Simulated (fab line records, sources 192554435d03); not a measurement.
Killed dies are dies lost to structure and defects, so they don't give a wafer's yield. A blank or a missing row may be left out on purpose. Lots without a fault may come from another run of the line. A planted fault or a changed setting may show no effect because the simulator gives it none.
fab line records | flow n5_finfet
record lots=5 wafers=15 last_day=16
route steps=1938 shown BEOL_M14@1758 BEOL_M15@1773
lots that met no fault: from a run of the same line without faults
start_h: hours from the record's first day to the start of the lot's first wafer shown | wait_h: hours since the lot's step before | " the same as in the row above | L1.1+2: a row that stands for several wafers | - no value, or no start given | * or withheld: withheld | < > ~ a bound
route shown NAME@n: a module of which the file shows steps, and the number in the route of the first | usual: mean/standard deviation of fault-free wafers | same: alike in all rows | chamber/n: place in a boat | sites: the reading at each site | _std_site: their standard deviation | _edge_site: outer sites' mean less inner sites' | radius_mm: how far each site lies from the wafer's centre | mask NAME#n: copy n | behind: the tool/chamber that last shaped the wafer | hold: why the lot was held/for how many hours/how that ended | device: the transistor (n, p or np) that didn't switch | end of line: the same wafers' tests at the end of the route | a step without rows: its recipe alone | killed: dies lost to structure and defects at the first sort, not the wafer's yield | map: a wafer's dies, x killed, . not, _ none there
set.NAME: the setting as run; set.NAME@STEP: as run at that earlier step | model.NAME: the simulator's own value behind a step, which no gauge read
lots at some steps of the route; a table a step, a row a wafer
services: from which hour (start_h, from the record's first day; less than 0 if before it) a tool's chamber was out of use, for how many hours, and why
## steps
# step N5_BEOL_M14_PRECLEAN_39
# recipe chemistry=residue_remover time_s=60 temp_c=40
# columns lot.wafer tool chamber start_h wait_h
L074.1+2+4 wet_bench-06 4,1,6 238.08 -
L080.4+5+6 wet_bench-04 0,5,7 292.86 -
L086.1+3+5 wet_bench-04 3,4,1 313.29 -
L085.1+2+3 wet_bench-04 2,1,4 330.28 -
L092.1+3+5 wet_bench-06 4,0,3 368.44 -
# step N5_BEOL_M14_SRD_40
# recipe time_s=30 temp_c=23 rinse_liquid=diw dry=n2_spin spin_rpm=1500 dry_time_s=30
# same dry_time_s=30
# columns lot.wafer tool chamber start_h wait_h
L074.1+2+4 wet_bench-06 4,1,6 238.10 0.0
L080.4+5+6 wet_bench-04 0,5,7 292.88 0.0
L086.1+3+5 wet_bench-04 3,4,1 313.31 0.0
L085.1+2+3 wet_bench-04 2,1,4 330.30 0.0
L092.1+3+5 wet_bench-06 4,0,3 368.46 0.0
# step N5_BEOL_M14_DEGAS_41
# recipe ambient=vacuum temp_c=300 time_s=60
# usual heater_power_w=463/49
# columns lot.wafer tool chamber start_h wait_h heater_power_w
L074.1 pvd_sputter-02 - 238.56 0.4 521
L074.2 " - " " 465
L074.4 " - " " 486
L080.4 pvd_sputter-03 - 293.27 0.4 483
L080.5 " - " " 433
L080.6 " - " " 494
L086.1 pvd_sputter-03 - 313.83 0.5 479
L086.3 " - " " 487
L086.5 " - " " 472
L085.1 pvd_sputter-03 - 330.62 0.3 430
L085.2 " - " " 502
L085.3 " - " " 478
L092.1 pvd_sputter-01 - 368.80 0.3 427
L092.3 " - " " 455
L092.5 " - " " 333
# step N5_BEOL_M14_PRE_CLEAN_42
# recipe gas=H2/He time_s=30 temp_c=300
# usual heater_power_w=463/49
# columns lot.wafer tool chamber start_h wait_h heater_power_w
L074.1 pvd_sputter-02 - 238.60 0.0 521
L074.2 " - " " 472
L074.4 " - " " 486
L080.4 pvd_sputter-03 - 293.31 0.0 497
L080.5 " - " " 427
L080.6 " - " " 474
L086.1 pvd_sputter-03 - 313.87 0.0 469
L086.3 " - " " 491
L086.5 " - " " 482
L085.1 pvd_sputter-03 - 330.66 0.0 425
L085.2 " - " " 492
L085.3 " - " " 482
L092.1 pvd_sputter-01 - 368.84 0.0 428
L092.3 " - " " 451
L092.5 " - " " 330
# step N5_BEOL_M14_SPUTTER_43
# recipe material=TaN target_thk_a=150 temp_c=50 bias_v=168.6 power_w=15000 chamber_pressure_pa=0.12 time_s=24.19
# usual throttle_valve_pct=30.2/1.3
# columns lot.wafer tool chamber start_h wait_h throttle_valve_pct
L074.1 pvd_sputter-02 - 238.64 0.0 30.3
L074.2 " - " " 30.6
L074.4 " - " " 31.0
L080.4 pvd_sputter-03 - 293.35 0.0 31.2
L080.5 " - " " 31.8
L080.6 " - " " 30.8
L086.1 pvd_sputter-03 - 313.91 0.0 31.1
L086.3 " - " " 31.4
L086.5 " - " " 31.3
L085.1 pvd_sputter-03 - 330.70 0.0 31.9
L085.2 " - " " 31.6
L085.3 " - " " 31.3
L092.1 pvd_sputter-01 - 368.88 0.0 28.8
L092.3 " - " " 28.5
L092.5 " - " " 30.5
# step N5_BEOL_M14_SPUTTER_44
# recipe material=Ta target_thk_a=150 temp_c=50 bias_v=80 power_w=15000 chamber_pressure_pa=0.07 time_s=24.19
# usual throttle_valve_pct=30.3/1.3
# columns lot.wafer tool chamber start_h wait_h throttle_valve_pct
L074.1 pvd_sputter-02 - 238.72 0.0 30.0
L074.2 " - " " 30.7
L074.4 " - " " 30.7
L080.4 pvd_sputter-03 - 293.43 0.0 30.8
L080.5 " - " " 31.8
L080.6 " - " " 31.0
L086.1 pvd_sputter-03 - 313.99 0.0 31.3
L086.3 " - " " 31.3
L086.5 " - " " 31.1
L085.1 pvd_sputter-03 - 330.78 0.0 31.7
L085.2 " - " " 31.5
L085.3 " - " " 31.4
L092.1 pvd_sputter-01 - 368.96 0.0 28.9
L092.3 " - " " 28.6
L092.5 " - " " 30.6
# step N5_BEOL_M14_SPUTTER_45
# recipe material=Cu target_thk_a=1000 temp_c=-20 bias_v=60 power_w=26000 chamber_pressure_pa=0.13 time_s=16.67
# usual chuck_sensor_temp_C=-15.9/0.42 throttle_valve_pct=30.2/1.3
# columns lot.wafer tool chamber start_h wait_h chuck_sensor_temp_C throttle_valve_pct
L074.1 pvd_sputter-02 - 238.80 0.0 -16.4 30.2
L074.2 " - " " -15.3 30.6
L074.4 " - " " -16.0 30.7
L080.4 pvd_sputter-03 - 293.51 0.0 -15.5 31.1
L080.5 " - " " -16.1 31.4
L080.6 " - " " -15.5 31.0
L086.1 pvd_sputter-03 - 314.07 0.0 -16.1 31.2
L086.3 " - " " -16.4 31.6
L086.5 " - " " -16.1 31.3
L085.1 pvd_sputter-03 - 330.86 0.0 -16.2 31.7
L085.2 " - " " -16.1 31.5
L085.3 " - " " -16.0 31.0
L092.1 pvd_sputter-01 - 369.04 0.0 -15.2 29.0
L092.3 " - " " -15.7 28.5
L092.5 " - " " -15.9 30.8
# step N5_BEOL_M14_ECD_47
# recipe material=Cu target_thk_a=12480
# columns lot.wafer tool chamber start_h wait_h
L074.1+2+4 ecd_cu-01 1,0,1 238.92 0.1
L080.4+5+6 ecd_cu-01 0,1,0 293.68 0.1
L086.1+3+5 ecd_cu-01 1,1,0 314.19 0.1
L085.1+2+3 ecd_cu-02 0,1,1 330.98 0.1
L092.1+3+5 ecd_cu-02 0,0,1 369.16 0.1
# step N5_BEOL_M14_ANNEAL_48
# recipe temp_c=225 time_s=90 ambient=N2
# usual wafer_temp_C_max=226.06/0.27
# columns lot.wafer tool chamber start_h wait_h wafer_temp_C_max
L074.1 rtp_anneal-02 0 239.11 0.1 225.92
L074.2 " 0 " " 225.72
L074.4 " 0 " " 225.64
L080.4 rtp_anneal-02 0 294.13 0.4 226.49
L080.5 " 0 " " 226.46
L080.6 " 0 " " 226.23
L086.1 rtp_anneal-02 0 314.38 0.1 225.85
L086.3 " 0 " " 226.05
L086.5 " 0 " " 226.28
L085.1 rtp_anneal-02 0 331.17 0.1 226.07
L085.2 " 0 " " 226.04
L085.3 " 0 " " 225.92
L092.1 rtp_anneal-01 0 369.45 0.2 225.85
L092.3 " 0 " " 225.71
L092.5 " 0 " " 225.57
# step N5_BEOL_M14_CMP_49
# recipe stop_on=SiO2 t_overpolish_s=5.2 down_force_psi=2 platen_rpm=80 clearing_platen_down_force_psi=2 clearing_platen_rpm=80 post_cmp_clean=cu_alkaline target_thk_nm=560 clearing_platen_pad_velocity_m_s=1.5917 pad_velocity_m_s=1.5917
# usual barrier_field_endpoint_s=11.4/0.34 motor_current_A=8.1/1 overpolish_run_s=5.199/0.0093 platen_rpm=80.01/0.053 retaining_ring_pressure_frac=1.000/0.005 slurry_flow_ml_min=150.0/0.47 time_to_endpoint_s=120/5
# columns lot.wafer tool chamber start_h wait_h barrier_field_endpoint_s motor_current_A overpolish_run_s platen_rpm retaining_ring_pressure_frac slurry_flow_ml_min time_to_endpoint_s
L074.4 cmp-02 1 239.44 0.2 11.9 9.7 5.216 80.06 1.012 150.0 127
L074.2 " 2 " " 11.3 6.2 5.193 80.00 0.993 149.2 120
L074.1 " 3 " " 11.2 8.6 5.194 80.05 0.996 150.6 121
L080.4 cmp-01 1 294.33 0.2 10.6 7.0 5.191 80.08 1.009 149.4 109
L080.5 " 0 " " 11.4 9.7 5.196 79.99 1.007 149.8 124
L080.6 " 1 " " 10.9 6.9 5.208 80.03 1.003 149.0 111
L086.1 cmp-02 3 314.68 0.3 11.6 8.4 5.187 80.02 1.002 149.8 119
L086.3 " 2 " " 11.7 6.1 5.208 79.99 0.991 151.2 121
L086.5 " 3 " " 11.8 8.4 5.205 79.94 0.990 149.8 120
L085.1 cmp-02 0 331.47 0.3 11.9 7.3 5.207 79.98 0.998 149.7 125
L085.2 " 2 " " 11.5 6.0 5.205 80.03 0.991 150.6 115
L085.3 " 3 " " 11.8 8.4 5.219 80.03 0.993 149.6 121
L092.3 cmp-01 0 369.75 0.2 11.8 8.8 5.201 79.97 0.998 149.8 126
L092.1 " 3 " " 11.7 8.9 5.207 80.00 1.002 150.3 125
L092.5 " 0 " " 12.1 9.1 5.197 80.09 0.999 150.1 130
# step N5_BEOL_M14_THK_MEAS_50
# recipe thk_meas_gauge=xrf reads=Cu_of_BEOL_M14_ECD_47
# usual M14_THK=546/22
# columns lot.wafer tool chamber start_h wait_h M14_THK[nm]
L074.1 film_metro-01 - 239.70 - 528
L074.2 " - " " 553
L074.4 " - " " 556
L080.4 film_metro-01 - 294.59 - 509
L080.5 " - " " 513
L080.6 " - " " 544
L086.1 film_metro-02 - 314.97 - 542
L086.3 " - " " 525
L086.5 " - " " 541
L085.1 film_metro-01 - 331.76 - 543
L085.2 " - " " 562
L085.3 " - " " 534
L092.1 film_metro-01 - 370.04 - 581
L092.3 " - " " 520
L092.5 " - " " 519
# step N5_BEOL_M14_PRE_CLEAN_52
# recipe gas=NH3 time_s=15 temp_c=withheld rf_power_w=300
# columns lot.wafer tool chamber start_h wait_h since_wet_clean_h
L074.1 pecvd-03 1 239.74 0.0 1487
L074.2 " 2 " " 8
L074.4 " 2 " " -
L080.4 pecvd-04 2 294.64 0.0 -
L080.5 " 1 " " -
L080.6 " 0 " " -
L086.1 pecvd-01 0 315.01 0.0 1200
L086.3 " 2 " " 446
L086.5 " 0 " " -
L085.1 pecvd-03 1 331.80 0.0 1579
L085.2 " 0 " " 854
L085.3 " 2 " " 100
L092.1 pecvd-04 1 370.08 0.0 2161
L092.3 " 0 " " 1436
L092.5 " 2 " " -
# step N5_BEOL_M14_DEP_53
# recipe material=SiCN target_thk_a=500 temp_c=withheld precursor=3MS/NH3 pressure_torr=3 rf_w=675 time_s=17.8
# usual showerhead_plenum_p_Torr=4.168/0.017 throttle_valve_pct=17.9/1
# columns lot.wafer tool chamber start_h wait_h showerhead_plenum_p_Torr since_wet_clean_h throttle_valve_pct
L074.1 pecvd-03 1 239.78 0.0 4.147 1487 17.4
L074.2 " 2 " " 4.175 8 16.3
L074.4 " 2 " " 4.184 - 16.1
L080.4 pecvd-04 2 294.67 0.0 4.180 - 17.2
L080.5 " 1 " " 4.133 - 18.9
L080.6 " 0 " " 4.186 - 19.8
L086.1 pecvd-01 0 315.03 0.0 4.150 1200 17.1
L086.3 " 2 " " 4.167 446 17.3
L086.5 " 0 " " 4.156 - 16.9
L085.1 pecvd-03 1 331.82 0.0 4.152 1579 17.9
L085.2 " 0 " " 4.200 854 18.6
L085.3 " 2 " " 4.191 100 16.4
L092.1 pecvd-04 1 370.11 0.0 4.135 2161 18.9
L092.3 " 0 " " 4.188 1436 19.7
L092.5 " 2 " " 4.177 - 17.6
# step N5_BEOL_M14_RS_MEAS_54
# recipe thk_meas_gauge=four-point-probe reads=Cu_of_BEOL_M14_ECD_47+Ta_of_BEOL_M14_SPUTTER_44+TaN_of_BEOL_M14_SPUTTER_43
# usual M14_RS=0.0339/0.0013
# columns lot.wafer tool chamber start_h wait_h M14_RS[ohm/sq]
L074.1 film_metro-01 - 239.86 0.1 0.0350
L074.2 " - " " 0.0333
L074.4 " - " " 0.0333
L080.4 film_metro-02 - 294.72 0.0 0.0358
L080.5 " - " " 0.0356
L080.6 " - " " 0.0335
L086.1 film_metro-01 - 315.10 0.0 0.0342
L086.3 " - " " 0.0351
L086.5 " - " " 0.0341
L085.1 film_metro-01 - 331.89 0.0 0.0338
L085.2 " - " " 0.0326
L085.3 " - " " 0.0346
L092.1 film_metro-02 - 370.17 0.0 0.0313
L092.3 " - " " 0.0349
L092.5 " - " " 0.0352
# step N5_BEOL_M14_INSPECT_55
# recipe inspect_instrument=darkfield mode=post_dep
# usual raw_defect_count=68/22
# columns lot.wafer tool chamber start_h wait_h raw_defect_count
L074.1 defect_inspect-01 - 239.88 0.0 61
L074.2 " - " " 54
L074.4 " - " " 71
L080.4 defect_inspect-01 - 294.74 0.0 96
L080.5 " - " " 46
L080.6 " - " " 59
L086.1 defect_inspect-02 - 315.13 0.0 60
L086.3 " - " " 54
L086.5 " - " " 64
L085.1 defect_inspect-02 - 331.92 0.0 39
L085.2 " - " " 60
L085.3 " - " " 65
L092.1 defect_inspect-02 - 370.20 0.0 76
L092.3 " - " " 63
L092.5 " - " " 39
# step N5_BEOL_M15_ILD_DEP_00
# recipe material=SiO2 target_thk_a=16293 temp_c=400 precursor=TEOS/O2 pressure_torr=6.5 rf_w=900 teos_flow_sccm=161.4 gas=O2 flow_sccm=2650 time_s=346.1
# usual heater_power_w=603/130 showerhead_plenum_p_Torr=8.358/0.024 throttle_valve_pct=18.6/0.96
# columns lot.wafer tool chamber start_h wait_h heater_power_w showerhead_plenum_p_Torr since_wet_clean_h throttle_valve_pct
L074.1 pecvd-02 1 239.92 0.0 310 8.383 1669 17.6
L074.2 " 2 " " 618 8.343 190 17.4
L074.4 " 0 " " 740 8.340 - 18.5
L080.4 pecvd-01 2 294.89 0.1 424 8.355 - 17.7
L080.5 " 0 " " 842 8.312 - 18.0
L080.6 " 1 " " 542 8.352 - 19.3
L086.1 pecvd-04 0 315.16 0.0 636 8.388 1382 20.2
L086.3 " 1 " " 630 8.322 2107 19.5
L086.5 " 1 " " 762 8.335 - 19.4
L085.1 pecvd-04 2 331.95 0.0 603 8.372 53 17.7
L085.2 " 1 " " 681 8.332 2123 19.6
L085.3 " 0 " " 622 8.385 1398 20.5
L092.1 pecvd-01 2 370.24 0.0 563 8.371 501 18.0
L092.3 " 0 " " 843 8.337 1255 17.7
L092.5 " 2 " " 432 8.393 - 17.6
# step N5_BEOL_M15_THK_MEAS_01
# recipe reads=SiO2_of_BEOL_M15_ILD_DEP_00
# usual M15_ILD_THK=1639/22
# columns lot.wafer tool chamber start_h wait_h M15_ILD_THK[nm]
L074.1 film_metro-01 - 240.17 0.1 1590
L074.2 " - " " 1617
L074.4 " - " " 1617
L080.4 film_metro-01 - 295.03 0.0 1678
L080.5 " - " " 1641
L080.6 " - " " 1647
L086.1 film_metro-01 - 315.41 0.1 1662
L086.3 " - " " 1633
L086.5 " - " " 1642
L085.1 film_metro-02 - 332.20 0.1 1649
L085.2 " - " " 1620
L085.3 " - " " 1610
L092.1 film_metro-02 - 370.49 0.1 1630
L092.3 " - " " 1639
L092.5 " - " " 1678
# step N5_BEOL_M15_COAT_58
# recipe resist=BARC temp_c=205 time_s=60 spin_rpm=1500 resist_thk_nm=89
# usual heater_power_total_W=391.7/1.3 spin_speed_rpm=1500.0/0.96
# columns lot.wafer tool chamber start_h wait_h heater_power_total_W spin_speed_rpm
L074.1 litho_track-01 0 240.20 0.0 392.8 1501.2
L074.2 " 0 " " 392.6 1500.8
L074.4 " 0 " " 392.1 1500.9
L080.4 litho_track-05 0 295.06 0.0 391.2 1499.7
L080.5 " 0 " " 390.5 1500.1
L080.6 " 0 " " 390.6 1498.5
L086.1 litho_track-05 0 315.45 0.0 392.7 1501.1
L086.3 " 0 " " 391.3 1500.9
L086.5 " 0 " " 393.0 1500.2
L085.1 litho_track-05 0 332.24 0.0 391.9 1500.1
L085.2 " 0 " " 389.8 1498.7
L085.3 " 0 " " 391.9 1500.5
L092.1 litho_track-05 0 370.52 0.0 392.8 1499.9
L092.3 " 0 " " 392.4 1498.9
L092.5 " 0 " " 390.0 1498.9
# step N5_BEOL_M15_COAT_04
# recipe spin_rpm=1704 resist_thk_nm=800
# usual spin_speed_rpm=1704.1/1.1
# columns lot.wafer tool chamber start_h wait_h spin_speed_rpm
L074.1 litho_track-01 0 - - 1704.4
L074.2 " 0 " " 1701.9
L074.4 " 0 " " 1703.0
L080.4 litho_track-05 0 - - 1704.3
L080.5 " 0 " " 1704.0
L080.6 " 0 " " 1703.8
L086.1 litho_track-05 0 - - 1704.4
L086.3 " 0 " " 1702.6
L086.5 " 0 " " 1705.4
L085.1 litho_track-05 0 - - 1703.0
L085.2 " 0 " " 1703.1
L085.3 " 0 " " 1704.0
L092.1 litho_track-05 0 - - 1704.3
L092.3 " 0 " " 1701.8
L092.5 " 0 " " 1702.9
# step N5_BEOL_M15_EBR_06
# recipe solvent=PGMEA ebr_width_mm=1.5
# columns lot.wafer tool chamber start_h wait_h
L074.1+2+4 litho_track-01 0 - -
L080.4+5+6 litho_track-05 0 - -
L086.1+3+5 litho_track-05 0 - -
L085.1+2+3 litho_track-05 0 - -
L092.1+3+5 litho_track-05 0 - -
# step N5_BEOL_M15_SOFTBAKE_05
# recipe temp_c=130 time_s=60
# usual heater_power_total_W=218.7/1.6
# columns lot.wafer tool chamber start_h wait_h heater_power_total_W
L074.1 litho_track-01 0 - - 220.1
L074.2 " 0 " " 216.5
L074.4 " 0 " " 216.9
L080.4 litho_track-05 0 - - 217.3
L080.5 " 0 " " 218.4
L080.6 " 0 " " 217.6
L086.1 litho_track-05 0 - - 219.3
L086.3 " 0 " " 217.6
L086.5 " 0 " " 220.8
L085.1 litho_track-05 0 - - 219.4
L085.2 " 0 " " 219.0
L085.3 " 0 " " 217.1
L092.1 litho_track-05 0 - - 217.2
L092.3 " 0 " " 218.1
L092.5 " 0 " " 219.2
# step N5_BEOL_M15_EXPOSE_07
# recipe mask_id=V14 na=0.8 source_shape=annular sigma_inner=0.5 sigma_outer=0.8 polarization=unpolarized attpsm_phase_deg=180 dose_mj=41.25
# usual exposure_dose_mJ_cm2=41.23/0.044 reticle_temp_C=23.01/0.11
# columns lot.wafer tool chamber start_h wait_h mask exposure_dose_mJ_cm2 reticle_temp_C
L074.1 krf_scanner-01 0 240.30 - V14#0 41.21 22.84
L074.2 " 0 " " V14#0 41.28 22.89
L074.4 " 0 " " V14#0 41.21 22.97
L080.4 krf_scanner-01 0 295.18 - V14#0 41.21 23.06
L080.5 " 0 " " V14#0 41.16 23.02
L080.6 " 0 " " V14#0 41.20 22.88
L086.1 krf_scanner-02 0 315.55 - V14#0 41.17 23.22
L086.3 " 0 " " V14#0 41.19 23.12
L086.5 " 0 " " V14#0 41.18 23.03
L085.1 krf_scanner-02 0 332.46 - V14#0 41.26 22.76
L085.2 " 0 " " V14#0 41.22 22.98
L085.3 " 0 " " V14#0 41.30 23.00
L092.1 krf_scanner-02 0 370.62 - V14#0 41.27 23.13
L092.3 " 0 " " V14#0 41.25 23.04
L092.5 " 0 " " V14#0 41.28 23.08
# step N5_BEOL_M15_PEB_08
# recipe peb_temp_c=130 peb_time_s=90
# usual heater_power_total_W=172.5/0.77
# columns lot.wafer tool chamber start_h wait_h heater_power_total_W
L074.1 litho_track-01 0 240.36 0.1 171.0
L074.2 " 0 " " 172.2
L074.4 " 0 " " 172.3
L080.4 litho_track-05 0 295.22 0.0 173.0
L080.5 " 0 " " 173.0
L080.6 " 0 " " 171.2
L086.1 litho_track-05 0 315.60 0.1 171.9
L086.3 " 0 " " 172.9
L086.5 " 0 " " 172.1
L085.1 litho_track-05 0 332.52 0.1 171.3
L085.2 " 0 " " 171.9
L085.3 " 0 " " 173.6
L092.1 litho_track-05 0 370.67 0.1 172.8
L092.3 " 0 " " 172.2
L092.5 " 0 " " 173.5
# step N5_BEOL_M15_DEVELOP_09
# recipe develop_time_s=45 rinse_liquid=diw dry=air_spin dev_temp_c=21
# columns lot.wafer tool chamber start_h wait_h
L074.1+2+4 litho_track-01 0 - -
L080.4+5+6 litho_track-05 0 - -
L086.1+3+5 litho_track-05 0 - -
L085.1+2+3 litho_track-05 0 - -
L092.1+3+5 litho_track-05 0 - -
# step N5_BEOL_M15_HARDBAKE_14
# recipe temp_c=130 time_s=120
# usual heater_power_total_W=147.9/0.93
# columns lot.wafer tool chamber start_h wait_h heater_power_total_W
L074.1 litho_track-01 0 - - 149.1
L074.2 " 0 " " 149.2
L074.4 " 0 " " 149.3
L080.4 litho_track-05 0 - - 148.7
L080.5 " 0 " " 146.5
L080.6 " 0 " " 147.7
L086.1 litho_track-05 0 - - 149.1
L086.3 " 0 " " 149.1
L086.5 " 0 " " 147.8
L085.1 litho_track-05 0 - - 148.9
L085.2 " 0 " " 148.0
L085.3 " 0 " " 149.3
L092.1 litho_track-05 0 - - 148.5
L092.3 " 0 " " 147.5
L092.5 " 0 " " 148.9
# step N5_BEOL_M15_CD_MEAS_10
# recipe target_cd_nm=360 landing_energy_ev=500 detector=se_inlens polarity=opening
# usual cd_nm=360.8/2.6
# columns lot.wafer tool chamber start_h wait_h cd_nm
L074.1 cd_sem-03 0 240.48 - 361.4
L074.2 " 0 " " 360.3
L074.4 " 0 " " 361.5
L080.4 cd_sem-02 0 295.34 - 361.8
L080.5 " 0 " " 364.3
L080.6 " 0 " " 364.0
L086.1 cd_sem-02 0 315.72 - 363.6
L086.3 " 0 " " 361.9
L086.5 " 0 " " 359.3
L085.1 cd_sem-02 0 332.63 - 360.4
L085.2 " 0 " " 362.2
L085.3 " 0 " " 364.0
L092.1 cd_sem-01 0 370.79 - 363.7
L092.3 " 0 " " 363.4
L092.5 " 0 " " 363.1
## services
# columns tool chamber start_h hours kind
pecvd-01 - 238.21 2.8 pm
pecvd-02 - 240.84 1.9 repair
pecvd-01 - 243.67 0.6 repair
pecvd-04 2 249.13 - clean
cmp-01 - 249.27 0.4 repair
krf_scanner-02 - 254.55 0.4 repair
krf_scanner-02 - 265.45 2.7 repair
cmp-01 - 267.77 4.0 pm
cmp-02 - 271.79 4.5 repair
krf_scanner-01 - 275.63 1.0 pm
pecvd-03 0 283.70 23.4 repair
pecvd-04 - 285.18 6.0 pm
ecd_cu-01 - 313.11 0.9 repair
cmp-01 - 324.78 0.4 repair
krf_scanner-02 - 326.83 0.8 pm
pecvd-03 - 338.65 6.0 pm
krf_scanner-02 - 338.83 0.4 repair
rtp_anneal-01 - 342.45 5.1 pm
wet_bench-06 - 342.77 4.4 pm
litho_track-01 - 344.47 - consumable_replace:filter
krf_scanner-01 - 346.93 1.9 repair
krf_scanner-01 - 355.21 0.8 pm
krf_scanner-01 - 357.44 1.3 pm
pecvd-02 - 367.17 0.8 pm
## key
fault none
